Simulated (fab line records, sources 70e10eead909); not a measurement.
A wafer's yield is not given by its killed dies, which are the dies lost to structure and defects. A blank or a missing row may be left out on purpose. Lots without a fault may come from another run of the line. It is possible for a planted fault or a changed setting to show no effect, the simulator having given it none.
The tool behind it: which one? / flow nandHarc / Sampling: 11 lots, 33 wafers, 6 of 1302 route steps

WHAT THE GAUGES READ, wafer by wafer
NHARC_P_GATE_INSPECT_28. Usual: 7 for rawDefectCount, sd 3.1.
lot=L422; measured=day 5 11:26; on=defectInspect-01; rawDefectCount=5 6 3; flag=
lot=L424; measured=day 5 16:19; on=defectInspect-02; rawDefectCount=5 2 6; flag=
lot=L425; measured=day 6 06:49; on=defectInspect-01; rawDefectCount=3 1 5; flag=
lot=L427; measured=day 7 08:05; on=defectInspect-01; rawDefectCount=16 13 17; flag=
lot=L431; measured=day 8 20:47; on=defectInspect-01; rawDefectCount=14 8 13; flag=
lot=L433; measured=day 9 12:57; on=defectInspect-02; rawDefectCount=9 5 8; flag=
lot=L434; measured=day 9 22:13; on=defectInspect-01; rawDefectCount=6 8 4; flag=
lot=L439; measured=day 12 00:19; on=defectInspect-01; rawDefectCount=2 14 6; flag=
lot=L441; measured=day 12 18:47; on=defectInspect-02; rawDefectCount=7 8 6; flag=
lot=L444; measured=day 14 03:18; on=defectInspect-01; rawDefectCount=7 3 9; flag=
lot=L445; measured=day 14 11:24; on=defectInspect-02; rawDefectCount=2 5 7; flag=

NHARC_END_SORT_01. Usual: killedAtArray 41, standard deviation 10; killedAtOther 0.8, standard deviation 0.91; killedAtPeriphery 4.2, standard deviation 2.9; killedDies 46, standard deviation 10; killedOpen 3.5, standard deviation 2.1; killedShort 2.5, standard deviation 1.6.
lot=L427; measured=day 26 04:28; on=prober-02; killedAtArray=44 53; killedAtOther=0 4; killedAtPeriphery=12 10; killedDies=56 67; killedOpen=0 3; killedShort=1 4; flag=
lot=L441; measured=day 31 22:47; on=prober-01; killedAtArray=55; killedAtOther=1; killedAtPeriphery=3; killedDies=59; killedOpen=3; killedShort=3; flag=

WHICH TOOL RAN EACH LOT (tool, then ch and the chambers of the sampled wafers, then the start)
lot=L422; NHARC_P_STI_ETCH_42=rieDiel-06 ch 1,3, day 2 23:26; NHARC_P_GATE_HM_DEP_102=aclDep-02 ch 0, day 5 10:13; NHARC_P_GATE_STRIP_108=rieDiel-12 ch 1,2,3, day 5 12:13; NHARC_P_GATE_STRIP_101=rieDiel-05 ch 0,1,3, day 5 22:20
lot=L424; NHARC_P_STI_ETCH_42=rieDiel-06 ch 0,3, day 3 15:46; NHARC_P_GATE_HM_DEP_102=aclDep-02 ch 0, day 5 14:50; NHARC_P_GATE_STRIP_108=rieDiel-12 ch 0,1, day 5 17:05; NHARC_P_GATE_STRIP_101=rieDiel-12 ch 0,2, day 6 03:20
lot=L425; NHARC_P_STI_ETCH_42=rieDiel-06 ch 1,2,3, day 4 02:29; NHARC_P_GATE_HM_DEP_102=aclDep-01 ch 0, day 6 05:28; NHARC_P_GATE_STRIP_108=rieDiel-05 ch 1,2, day 6 07:29; NHARC_P_GATE_STRIP_101=rieDiel-07 ch 0,1, day 6 18:02
lot=L427; NHARC_P_STI_ETCH_42=rieDiel-06 ch 0,3, day 4 22:10; NHARC_P_GATE_HM_DEP_102=aclDep-02 ch 0, day 7 06:51; NHARC_P_GATE_STRIP_108=rieDiel-07 ch 0,3, day 7 08:46; NHARC_P_GATE_STRIP_101=rieDiel-05 ch 0,1,2, day 7 18:56
lot=L431; NHARC_P_STI_ETCH_42=rieDiel-06 ch 0,3, day 6 19:31; NHARC_P_GATE_HM_DEP_102=aclDep-03 ch 0, day 8 19:17; NHARC_P_GATE_STRIP_108=rieDiel-07 ch 1,2,3, day 8 21:29; NHARC_P_GATE_STRIP_101=rieDiel-12 ch 0,2,3, day 9 07:47
lot=L433; NHARC_P_STI_ETCH_42=rieDiel-10 ch 0,1,3, day 7 10:08; NHARC_P_GATE_HM_DEP_102=aclDep-03 ch 0, day 9 11:42; NHARC_P_GATE_STRIP_108=rieDiel-12 ch 1,2,3, day 9 13:44; NHARC_P_GATE_STRIP_101=rieDiel-05 ch 0,2,3, day 9 23:58
lot=L434; NHARC_P_STI_ETCH_42=rieDiel-10 ch 2,3, day 7 19:00; NHARC_P_GATE_HM_DEP_102=aclDep-01 ch 0, day 9 20:45; NHARC_P_GATE_STRIP_108=rieDiel-12 ch 0,1, day 9 22:54; NHARC_P_GATE_STRIP_101=rieDiel-05 ch 1,2, day 10 09:07
lot=L439; NHARC_P_STI_ETCH_42=rieDiel-06 ch 1,2,3, day 9 21:11; NHARC_P_GATE_HM_DEP_102=aclDep-03 ch 0, day 11 22:52; NHARC_P_GATE_STRIP_108=rieDiel-12 ch 1,2,3, day 12 01:01; NHARC_P_GATE_STRIP_101=rieDiel-05 ch 1,2,3, day 12 11:15
lot=L441; NHARC_P_STI_ETCH_42=rieDiel-10 ch 0,2,3, day 10 16:31; NHARC_P_GATE_HM_DEP_102=aclDep-03 ch 0, day 12 17:25; NHARC_P_GATE_STRIP_108=rieDiel-12 ch 1,2,3, day 12 19:30; NHARC_P_GATE_STRIP_101=rieDiel-07 ch 1,3, day 13 05:41
lot=L444; NHARC_P_STI_ETCH_42=rieDiel-03 ch 2,3, day 11 22:29; NHARC_P_GATE_HM_DEP_102=aclDep-01 ch 0, day 14 01:48; NHARC_P_GATE_STRIP_108=rieDiel-12 ch 0,1,3, day 14 04:01; NHARC_P_GATE_STRIP_101=rieDiel-07 ch 1,3, day 14 14:23
lot=L445; NHARC_P_STI_ETCH_42=rieDiel-10 ch 1,2, day 12 08:55; NHARC_P_GATE_HM_DEP_102=aclDep-03 ch 0, day 14 09:22; NHARC_P_GATE_STRIP_108=rieDiel-12 ch 0,1, day 14 12:05; NHARC_P_GATE_STRIP_101=rieDiel-07 ch 0,2, day 14 22:24
- NHARC_P_STI_ETCH_42: etches the open film in N2/H2, target depth 80 nm, overetch 24 nm, time 61 s.
- NHARC_P_GATE_HM_DEP_102: deposits aC, target thk 120 nm.
- NHARC_P_GATE_STRIP_108: strips in O2.
- NHARC_P_GATE_STRIP_101: strips in O2, time 20 s.

WHAT THE TOOLS THEMSELVES READ (means of the sampled wafers that have a number; where no wafer has one, the mark that the record gives instead)
NHARC_P_STI_ETCH_42. Usual: drypumpMotorCurrentA 5.7 A, standard deviation 0.34; oesProductAu 0.999 a.u., standard deviation 0.01; rfVppV 431.0 V, standard deviation 2.9; showerheadPlenumPTorr 2.06 Torr, standard deviation 0.1; throttleValvePct 14.170 %, standard deviation 0.0086.
lot=L422; tool=rieDiel-06; drypumpMotorCurrentA (A)=5.6; oesProductAu (a.u.)=0.998; rfVppV (V)=428.9; showerheadPlenumPTorr (Torr)=2.00; throttleValvePct (%)=14.174; flag=
lot=L424; tool=rieDiel-06; drypumpMotorCurrentA (A)=5.8; oesProductAu (a.u.)=0.991; rfVppV (V)=427.7; showerheadPlenumPTorr (Torr)=1.96; throttleValvePct (%)=14.171; flag=
lot=L425; tool=rieDiel-06; drypumpMotorCurrentA (A)=5.4; oesProductAu (a.u.)=1.005; rfVppV (V)=432.6; showerheadPlenumPTorr (Torr)=2.10; throttleValvePct (%)=14.159; flag=
lot=L427; tool=rieDiel-06; drypumpMotorCurrentA (A)=5.8; oesProductAu (a.u.)=0.990; rfVppV (V)=429.7; showerheadPlenumPTorr (Torr)=2.03; throttleValvePct (%)=14.169; flag=
lot=L431; tool=rieDiel-06; drypumpMotorCurrentA (A)=5.8; oesProductAu (a.u.)=0.994; rfVppV (V)=428.9; showerheadPlenumPTorr (Torr)=2.03; throttleValvePct (%)=14.174; flag=
lot=L433; tool=rieDiel-10; drypumpMotorCurrentA (A)=5.8; oesProductAu (a.u.)=1.008; rfVppV (V)=431.8; showerheadPlenumPTorr (Torr)=2.06; throttleValvePct (%)=14.170; flag=
lot=L434; tool=rieDiel-10; drypumpMotorCurrentA (A)=5.9; oesProductAu (a.u.)=0.992; rfVppV (V)=431.9; showerheadPlenumPTorr (Torr)=2.09; throttleValvePct (%)=14.171; flag=
lot=L439; tool=rieDiel-06; drypumpMotorCurrentA (A)=5.4; oesProductAu (a.u.)=1.008; rfVppV (V)=431.9; showerheadPlenumPTorr (Torr)=2.10; throttleValvePct (%)=14.172; flag=
lot=L441; tool=rieDiel-10; drypumpMotorCurrentA (A)=5.8; oesProductAu (a.u.)=1.003; rfVppV (V)=430.3; showerheadPlenumPTorr (Torr)=2.05; throttleValvePct (%)=14.179; flag=
lot=L444; tool=rieDiel-03; drypumpMotorCurrentA (A)=5.6; oesProductAu (a.u.)=0.988; rfVppV (V)=429.0; showerheadPlenumPTorr (Torr)=2.01; throttleValvePct (%)=14.171; flag=
lot=L445; tool=rieDiel-10; drypumpMotorCurrentA (A)=5.7; oesProductAu (a.u.)=0.995; rfVppV (V)=431.4; showerheadPlenumPTorr (Torr)=2.07; throttleValvePct (%)=14.173; flag=

NHARC_P_GATE_HM_DEP_102. Usual: 34.999 % for throttleValvePct, sd 0.0097.
lot=L422; tool=aclDep-02; throttleValvePct (%)=35.003; flag=
lot=L424; tool=aclDep-02; throttleValvePct (%)=34.999; flag=
lot=L425; tool=aclDep-01; throttleValvePct (%)=35.002; flag=
lot=L427; tool=aclDep-02; throttleValvePct (%)=35.006; flag=
lot=L431; tool=aclDep-03; throttleValvePct (%)=35.003; flag=
lot=L433; tool=aclDep-03; throttleValvePct (%)=34.991; flag=
lot=L434; tool=aclDep-01; throttleValvePct (%)=35.009; flag=
lot=L439; tool=aclDep-03; throttleValvePct (%)=34.997; flag=
lot=L441; tool=aclDep-03; throttleValvePct (%)=34.993; flag=
lot=L444; tool=aclDep-01; throttleValvePct (%)=34.998; flag=
lot=L445; tool=aclDep-03; throttleValvePct (%)=34.992; flag=

NHARC_P_GATE_STRIP_108. Usual: drypumpMotorCurrentA 5.8 A, standard deviation 0.56; o2FlowSccm 500.1 sccm, standard deviation 1.5; oesProductAu 1.000 a.u., standard deviation 0.011; rfVppV 57.9 V, standard deviation 0.87; showerheadPlenumPTorr 3.59 Torr, standard deviation 0.13; throttleValvePct 17.036 %, standard deviation 0.0088.
lot=L422; tool=rieDiel-12; drypumpMotorCurrentA (A)=5.4; o2FlowSccm (sccm)=500.4; oesProductAu (a.u.)=1.006; rfVppV (V)=58.6; showerheadPlenumPTorr (Torr)=3.57; throttleValvePct (%)=17.030; flag=
lot=L424; tool=rieDiel-12; drypumpMotorCurrentA (A)=5.9; o2FlowSccm (sccm)=499.0; oesProductAu (a.u.)=1.003; rfVppV (V)=58.2; showerheadPlenumPTorr (Torr)=3.69; throttleValvePct (%)=17.035; flag=
lot=L425; tool=rieDiel-05; drypumpMotorCurrentA (A)=5.4; o2FlowSccm (sccm)=498.4; oesProductAu (a.u.)=0.993; rfVppV (V)=58.1; showerheadPlenumPTorr (Torr)=3.72; throttleValvePct (%)=17.030; flag=
lot=L427; tool=rieDiel-07; drypumpMotorCurrentA (A)=6.5; o2FlowSccm (sccm)=500.1; oesProductAu (a.u.)=0.996; rfVppV (V)=57.7; showerheadPlenumPTorr (Torr)=3.46; throttleValvePct (%)=17.042; flag=
lot=L431; tool=rieDiel-07; drypumpMotorCurrentA (A)=5.9; o2FlowSccm (sccm)=499.0; oesProductAu (a.u.)=1.005; rfVppV (V)=58.0; showerheadPlenumPTorr (Torr)=3.57; throttleValvePct (%)=17.043; flag=
lot=L433; tool=rieDiel-12; drypumpMotorCurrentA (A)=5.4; o2FlowSccm (sccm)=500.8; oesProductAu (a.u.)=0.999; rfVppV (V)=58.4; showerheadPlenumPTorr (Torr)=3.57; throttleValvePct (%)=17.029; flag=
lot=L434; tool=rieDiel-12; drypumpMotorCurrentA (A)=5.5; o2FlowSccm (sccm)=498.3; oesProductAu (a.u.)=0.991; rfVppV (V)=57.3; showerheadPlenumPTorr (Torr)=3.64; throttleValvePct (%)=17.031; flag=
lot=L439; tool=rieDiel-12; drypumpMotorCurrentA (A)=5.4; o2FlowSccm (sccm)=498.8; oesProductAu (a.u.)=0.996; rfVppV (V)=57.7; showerheadPlenumPTorr (Torr)=3.57; throttleValvePct (%)=17.027; flag=
lot=L441; tool=rieDiel-12; drypumpMotorCurrentA (A)=5.4; o2FlowSccm (sccm)=499.5; oesProductAu (a.u.)=1.013; rfVppV (V)=57.6; showerheadPlenumPTorr (Torr)=3.57; throttleValvePct (%)=17.040; flag=
lot=L444; tool=rieDiel-12; drypumpMotorCurrentA (A)=5.7; o2FlowSccm (sccm)=499.4; oesProductAu (a.u.)=0.997; rfVppV (V)=57.8; showerheadPlenumPTorr (Torr)=3.68; throttleValvePct (%)=17.032; flag=
lot=L445; tool=rieDiel-12; drypumpMotorCurrentA (A)=5.9; o2FlowSccm (sccm)=499.6; oesProductAu (a.u.)=0.992; rfVppV (V)=57.9; showerheadPlenumPTorr (Torr)=3.68; throttleValvePct (%)=17.031; flag=

NHARC_P_GATE_STRIP_101. Usual: drypumpMotorCurrentA 5.8 A, standard deviation 0.51; o2FlowSccm 500.2 sccm, standard deviation 1.5; oesProductAu 0.999 a.u., standard deviation 0.011; rfVppV 57.9 V, standard deviation 0.84; showerheadPlenumPTorr 3.59 Torr, standard deviation 0.14; throttleValvePct 17.037 %, standard deviation 0.0096.
lot=L422; tool=rieDiel-05; drypumpMotorCurrentA (A)=5.8; o2FlowSccm (sccm)=499.9; oesProductAu (a.u.)=1.005; rfVppV (V)=58.5; showerheadPlenumPTorr (Torr)=3.57; throttleValvePct (%)=17.037; flag=
lot=L424; tool=rieDiel-12; drypumpMotorCurrentA (A)=6.1; o2FlowSccm (sccm)=500.3; oesProductAu (a.u.)=1.005; rfVppV (V)=57.7; showerheadPlenumPTorr (Torr)=3.62; throttleValvePct (%)=17.032; flag=
lot=L425; tool=rieDiel-07; drypumpMotorCurrentA (A)=5.4; o2FlowSccm (sccm)=498.4; oesProductAu (a.u.)=0.999; rfVppV (V)=58.3; showerheadPlenumPTorr (Torr)=3.63; throttleValvePct (%)=17.031; flag=
lot=L427; tool=rieDiel-05; drypumpMotorCurrentA (A)=5.5; o2FlowSccm (sccm)=500.3; oesProductAu (a.u.)=0.998; rfVppV (V)=58.5; showerheadPlenumPTorr (Torr)=3.68; throttleValvePct (%)=17.035; flag=
lot=L431; tool=rieDiel-12; drypumpMotorCurrentA (A)=5.8; o2FlowSccm (sccm)=500.2; oesProductAu (a.u.)=1.007; rfVppV (V)=57.7; showerheadPlenumPTorr (Torr)=3.61; throttleValvePct (%)=17.040; flag=
lot=L433; tool=rieDiel-05; drypumpMotorCurrentA (A)=5.8; o2FlowSccm (sccm)=499.5; oesProductAu (a.u.)=1.007; rfVppV (V)=57.7; showerheadPlenumPTorr (Torr)=3.57; throttleValvePct (%)=17.041; flag=
lot=L434; tool=rieDiel-05; drypumpMotorCurrentA (A)=5.4; o2FlowSccm (sccm)=500.3; oesProductAu (a.u.)=0.986; rfVppV (V)=58.4; showerheadPlenumPTorr (Torr)=3.72; throttleValvePct (%)=17.035; flag=
lot=L439; tool=rieDiel-05; drypumpMotorCurrentA (A)=5.7; o2FlowSccm (sccm)=500.1; oesProductAu (a.u.)=0.994; rfVppV (V)=57.6; showerheadPlenumPTorr (Torr)=3.61; throttleValvePct (%)=17.040; flag=
lot=L441; tool=rieDiel-07; drypumpMotorCurrentA (A)=5.5; o2FlowSccm (sccm)=500.6; oesProductAu (a.u.)=0.986; rfVppV (V)=57.8; showerheadPlenumPTorr (Torr)=3.64; throttleValvePct (%)=17.025; flag=
lot=L444; tool=rieDiel-07; drypumpMotorCurrentA (A)=5.5; o2FlowSccm (sccm)=499.8; oesProductAu (a.u.)=0.982; rfVppV (V)=57.5; showerheadPlenumPTorr (Torr)=3.64; throttleValvePct (%)=17.034; flag=
lot=L445; tool=rieDiel-07; drypumpMotorCurrentA (A)=6.3; o2FlowSccm (sccm)=500.1; oesProductAu (a.u.)=1.003; rfVppV (V)=58.3; showerheadPlenumPTorr (Torr)=3.46; throttleValvePct (%)=17.027; flag=

THE ANSWER, worked out from the rows above alone
Rule: a lot counts as off when the mean over its wafers that have a number is more than 3 standard deviations away from the usual mean. Also off: a lot with no number at a reading for which 4 or more lots have one. The other lots that the step has rows for count as sound. The gauges are gone through in route order, then the tools' own readings, and for those a lot's mean is taken as printed above. The first step at which some lot is off is used, and at that step the reading that is off furthest; a lot without a number counts as furthest.
Across all readings shown, no lot is off: no conclusion can be drawn from this.

WHAT THE SIMULATOR PUT IN
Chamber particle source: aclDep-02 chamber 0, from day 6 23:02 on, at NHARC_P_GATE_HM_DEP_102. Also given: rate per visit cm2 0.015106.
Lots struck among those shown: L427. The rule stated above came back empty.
